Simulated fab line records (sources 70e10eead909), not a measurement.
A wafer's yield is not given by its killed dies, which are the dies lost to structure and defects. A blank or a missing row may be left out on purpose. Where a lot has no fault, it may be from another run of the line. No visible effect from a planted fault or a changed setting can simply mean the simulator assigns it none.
Matching of chambers | flow nandHarc | NHARC_A_M1_PRE_CLEAN_32 on pecvd-02 has 3 sister chambers
The step time 12 s. 6 wafers are shown with their chamber, then 11 later ones without.

WAFERS PAIRED WITH THEIR CHAMBERS
wafer  | chamber | heaterPowerW (W) | heaterPowerOuterW (W)
L088.5 | 1       | 571              | 390
L088.3 | 1       | 593              | 392
L088.4 | 0       | 504              | 280
L090.4 | 2       | 760              | 417
L090.5 | 0       | 605              | 358
L092.1 | 2       | 764              | 429

WAFERS WITH NO CHAMBER GIVEN
wafer  | heaterPowerW (W) | heaterPowerOuterW (W)
L092.2 | 524              | 339
L092.6 | 519              | 341
L093.1 | 609              | 345
L093.5 | 615              | 343
L093.6 | 517              | 331
L096.1 | 571              | 317
L096.2 | 802              | 454
L096.4 | 621              | 398
L097.1 | 716              | 385
L097.4 | 549              | 357
L097.6 | 716              | 388

WHICH CHAMBER EACH WENT THROUGH
wafer  | from the rows above     | in truth
L092.2 | can't be placed: 0 or 1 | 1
L092.6 | can't be placed: 0 or 1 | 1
L093.1 | can't be placed: 0 or 1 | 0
L093.5 | can't be placed: 0 or 1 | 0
L093.6 | can't be placed: 0 or 1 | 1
L096.1 | can't be placed: 0 or 1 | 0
L096.2 | 2                       | 2
L096.4 | can't be placed: 1 or 0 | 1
L097.1 | can't be placed: 2 or 1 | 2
L097.4 | can't be placed: 0 or 1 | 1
L097.6 | can't be placed: 2 or 1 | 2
Correctly placed: 1 of 11. Can't be placed from these rows: 10 (the true chamber is among the candidates in 10). Wrongly placed: 0.
How it was worked out, from the rows above alone: a wafer's distance from a chamber is the root of the sum, over the readings, of the square of ((its reading less the chamber's mean) divided by the reading's scatter). The wafer belongs to the nearest chamber; if the next one is less than 2 further off, it can't be placed. For every chamber, the mean is computed from those of its wafers that are shown. The scatter is the square root of a quotient: the sum, over the shown wafers, of each reading's squared deviation from its chamber's mean, divided by wafers minus chambers.
